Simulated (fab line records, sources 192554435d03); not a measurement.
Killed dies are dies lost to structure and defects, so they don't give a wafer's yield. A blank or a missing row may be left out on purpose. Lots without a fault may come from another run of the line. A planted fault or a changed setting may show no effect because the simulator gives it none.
Chamber matching | flow n5_finfet | N5_PASSIVATION_STRIP_14 on rie_diel-01: 4 sister chambers
The step strips in O2. 16 wafers are shown with their chamber, then 8 later ones without.

WAFERS WITH THEIR CHAMBER
wafer  | chamber | drypump_motor_current_A (A) | throttle_valve_pct (%) | showerhead_plenum_p_Torr (Torr)
L429.1 | 0       | 5.69                        | 16.26                  | 2.09
L429.4 | 1       | 6.24                        | 17.26                  | 2.18
L429.6 | 2       | 5.62                        | 16.71                  | 2.06
L430.2 | 3       | 5.55                        | 16.65                  | 2.08
L430.3 | 0       | 5.65                        | 16.27                  | 2.09
L430.5 | 2       | 5.62                        | 16.70                  | 2.06
L431.1 | 1       | 6.26                        | 17.30                  | 2.18
L431.2 | 0       | 5.70                        | 16.29                  | 2.09
L431.4 | 2       | 5.61                        | 16.71                  | 2.06
L433.1 | 3       | 5.54                        | 16.66                  | 2.08
L433.5 | 0       | 5.66                        | 16.31                  | 2.09
L433.6 | 3       | 5.56                        | 16.68                  | 2.08
L439.4 | 0       | 5.65                        | 16.32                  | 2.09
L439.5 | 1       | 6.23                        | 17.35                  | 2.17
L439.6 | 2       | 5.63                        | 16.70                  | 2.05
L446.2 | 1       | 6.24                        | 17.33                  | 2.17

SIGNATURES (means of the wafers above)
reading                  | chamber 0 | chamber 1 | chamber 2 | chamber 3 | scatter within a chamber
drypump_motor_current_A  | 5.6700    | 6.2425    | 5.6200    | 5.5500    | 0.016
throttle_valve_pct       | 16.2900   | 17.3100   | 16.7050   | 16.6633   | 0.0254
showerhead_plenum_p_Torr | 2.0900    | 2.1750    | 2.0575    | 2.0800    | 0.00382
Rule: a wafer's distance from a chamber is the root of the sum, over the readings, of the square of ((its reading less the chamber's mean) divided by the reading's scatter). The wafer belongs to the nearest chamber; if the next one is less than 2 further off, it can't be placed. The scatter: the root of (the sum of the squares of (reading less its chamber's mean) over the shown wafers, divided by (wafers less chambers)).

WAFERS WITHOUT THEIR CHAMBER
wafer  | drypump_motor_current_A (A) | throttle_valve_pct (%) | showerhead_plenum_p_Torr (Torr)
L446.3 | 5.64                        | 16.76                  | 2.05
L446.6 | 5.66                        | 16.31                  | 2.08
L441.2 | 5.59                        | 16.75                  | 2.05
L441.5 | 5.61                        | 16.76                  | 2.05
L441.6 | 5.64                        | 16.31                  | 2.08
L450.1 | 5.62                        | 16.77                  | 2.04
L450.4 | 5.61                        | 16.74                  | 2.04
L450.5 | 5.67                        | 16.39                  | 2.08

WHICH CHAMBER EACH WENT THROUGH
wafer  | from the rows above | in truth
L446.3 | 2                   | 2
L446.6 | 0                   | 0
L441.2 | 2                   | 2
L441.5 | 2                   | 2
L441.6 | 0                   | 0
L450.1 | 2                   | 2
L450.4 | 2                   | 2
L450.5 | 0                   | 0
Placed correctly: 8 of 8. Can't be placed from these rows: 0. Placed wrongly: 0.
